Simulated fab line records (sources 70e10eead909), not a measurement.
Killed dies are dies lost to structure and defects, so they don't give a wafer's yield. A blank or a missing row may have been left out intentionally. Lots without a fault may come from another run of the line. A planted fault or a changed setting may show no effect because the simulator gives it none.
Tool commonality check / flow nand_harc / Sampled: 11 lots, 33 wafers

== THE REASON FOR OPENING IT ==
At NHARC_A_M1_CD_MEAS_09 the reading cd_nm is flagged on 3 of 11 lots. No-fault wafers: 120.0 nm, standard deviation 0.61.
Rule: a lot is flagged when every wafer of it that has a number lies more than 4 standard deviations from that mean, or none has a number. The other lots count as sound.

lot=L984; measured=day 18 08:37; on=cd_sem-01; cd_nm (nm), wafer by wafer=119.5 119.5 119.0; flag=
lot=L989; measured=day 18 20:08; on=cd_sem-03; cd_nm (nm), wafer by wafer=119.0 119.7 119.9; flag=
lot=L990; measured=day 19 03:35; on=cd_sem-01; cd_nm (nm), wafer by wafer=119.2 119.2 120.2; flag=
lot=L993; measured=day 20 04:27; on=cd_sem-02; cd_nm (nm), wafer by wafer=121.0 120.5 119.9; flag=
lot=L992; measured=day 20 10:16; on=cd_sem-03; cd_nm (nm), wafer by wafer=119.8 119.8 119.3; flag=
lot=L996; measured=day 20 21:44; on=cd_sem-02; cd_nm (nm), wafer by wafer=120.3 119.9 121.2; flag=
lot=L100; measured=day 21 23:54; on=cd_sem-03; cd_nm (nm), wafer by wafer=114.0 114.4 114.6; flag=FLAGGED
lot=L102; measured=day 22 01:53; on=cd_sem-03; cd_nm (nm), wafer by wafer=121.1 120.2 119.8; flag=
lot=L101; measured=day 22 02:32; on=cd_sem-02; cd_nm (nm), wafer by wafer=119.8 120.8 119.7; flag=
lot=L105; measured=day 23 00:20; on=cd_sem-01; cd_nm (nm), wafer by wafer=116.6 116.2 116.9; flag=FLAGGED
lot=L104; measured=day 23 07:28; on=cd_sem-01; cd_nm (nm), wafer by wafer=116.4 116.4 116.2; flag=FLAGGED
Average over the flagged lots: 115.7 nm; offset from the usual -4.3 nm, equal to -7 standard deviations.

== WHICH TOOL EACH LOT WENT THROUGH ==
The record holds 2 process steps before the reading, out of a route of 1159 steps. Read each cell as the tool, then ch plus the chambers that the sampled wafers visited, then the start.
lot=L984; flag=; NHARC_A_M0_DEGAS_28=pvd_sputter-01, day 18 05:41; NHARC_A_M1_EXPOSE_06=arfi_scanner-03 ch 0, day 18 08:29
lot=L989; flag=; NHARC_A_M0_DEGAS_28=pvd_sputter-01, day 18 16:56; NHARC_A_M1_EXPOSE_06=arfi_scanner-03 ch 0, day 18 20:00
lot=L990; flag=; NHARC_A_M0_DEGAS_28=pvd_sputter-03, day 19 00:35; NHARC_A_M1_EXPOSE_06=arfi_scanner-03 ch 0, day 19 03:28
lot=L993; flag=; NHARC_A_M0_DEGAS_28=pvd_sputter-03, day 20 01:30; NHARC_A_M1_EXPOSE_06=arfi_scanner-01 ch 0, day 20 04:19
lot=L992; flag=; NHARC_A_M0_DEGAS_28=pvd_sputter-01, day 20 07:16; NHARC_A_M1_EXPOSE_06=arfi_scanner-02 ch 0, day 20 10:07
lot=L996; flag=; NHARC_A_M0_DEGAS_28=pvd_sputter-01, day 20 17:47; NHARC_A_M1_EXPOSE_06=arfi_scanner-02 ch 0, day 20 21:35
lot=L100; flag=FLAGGED; NHARC_A_M0_DEGAS_28=pvd_sputter-03, day 21 21:02; NHARC_A_M1_EXPOSE_06=arfi_scanner-02 ch 0, day 21 23:46
lot=L102; flag=; NHARC_A_M0_DEGAS_28=pvd_sputter-01, day 21 22:56; NHARC_A_M1_EXPOSE_06=arfi_scanner-03 ch 0, day 22 01:45
lot=L101; flag=; NHARC_A_M0_DEGAS_28=pvd_sputter-03, day 21 23:02; NHARC_A_M1_EXPOSE_06=arfi_scanner-03 ch 0, day 22 02:24
lot=L105; flag=FLAGGED; NHARC_A_M0_DEGAS_28=pvd_sputter-02, day 22 21:20; NHARC_A_M1_EXPOSE_06=arfi_scanner-02 ch 0, day 23 00:11
lot=L104; flag=FLAGGED; NHARC_A_M0_DEGAS_28=pvd_sputter-02, day 23 04:31; NHARC_A_M1_EXPOSE_06=arfi_scanner-02 ch 0, day 23 07:19
What these steps do:
- NHARC_A_M0_DEGAS_28: time 60 s.
- NHARC_A_M1_EXPOSE_06: exposes mask A M1, target cd 120 nm.
- NHARC_A_M1_CD_MEAS_09: target cd 120 nm.

== FLAGGED OVER TOTAL, TOOL BY TOOL (the gauges that took the reading come last) ==
step=NHARC_A_M0_DEGAS_28; tool=pvd_sputter-01; lots run=5; flagged=0; share of the flagged lots=none; sound lots run after its first flagged lot=-
step=NHARC_A_M0_DEGAS_28; tool=pvd_sputter-02; lots run=2; flagged=2; share of the flagged lots=some; sound lots run after its first flagged lot=0
step=NHARC_A_M0_DEGAS_28; tool=pvd_sputter-03; lots run=4; flagged=1; share of the flagged lots=some; sound lots run after its first flagged lot=1 (L101)
step=NHARC_A_M1_EXPOSE_06; tool=arfi_scanner-01; lots run=1; flagged=0; share of the flagged lots=none; sound lots run after its first flagged lot=-
step=NHARC_A_M1_EXPOSE_06; tool=arfi_scanner-02; lots run=5; flagged=3; share of the flagged lots=all; sound lots run after its first flagged lot=0
step=NHARC_A_M1_EXPOSE_06; tool=arfi_scanner-03; lots run=5; flagged=0; share of the flagged lots=none; sound lots run after its first flagged lot=-
step=NHARC_A_M1_CD_MEAS_09; tool=cd_sem-01; lots run=4; flagged=2; share of the flagged lots=some; sound lots run after its first flagged lot=0
step=NHARC_A_M1_CD_MEAS_09; tool=cd_sem-02; lots run=3; flagged=0; share of the flagged lots=none; sound lots run after its first flagged lot=-
step=NHARC_A_M1_CD_MEAS_09; tool=cd_sem-03; lots run=4; flagged=1; share of the flagged lots=some; sound lots run after its first flagged lot=1 (L102)

== WHAT IS ALLOWED BY THE TABLE ==
In the table, 1 row covers all flagged lots: arfi_scanner-02 at NHARC_A_M1_EXPOSE_06.
- arfi_scanner-02 at NHARC_A_M1_EXPOSE_06 ran 5 lots, 3 of them flagged. It ran its last sound lot, L996, at day 20 21:35 and its first flagged lot, L100, at day 21 23:46: a fault with its onset between the two fits. Its own readings lie more than 4 standard deviations out on every wafer of the flagged lots: exposure_dose_mJ_cm2.
Just one tool remains: arfi_scanner-02 at NHARC_A_M1_EXPOSE_06.

== WHAT HAD BEEN PUT IN BY THE SIMULATOR ==
Process parameters drifting: arfi_scanner-02 at NHARC_A_M1_EXPOSE_06, beginning at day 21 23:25. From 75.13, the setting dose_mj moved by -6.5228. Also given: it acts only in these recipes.
Struck lots among those shown: L100, L105, L104. The rule given above showed the same thing.
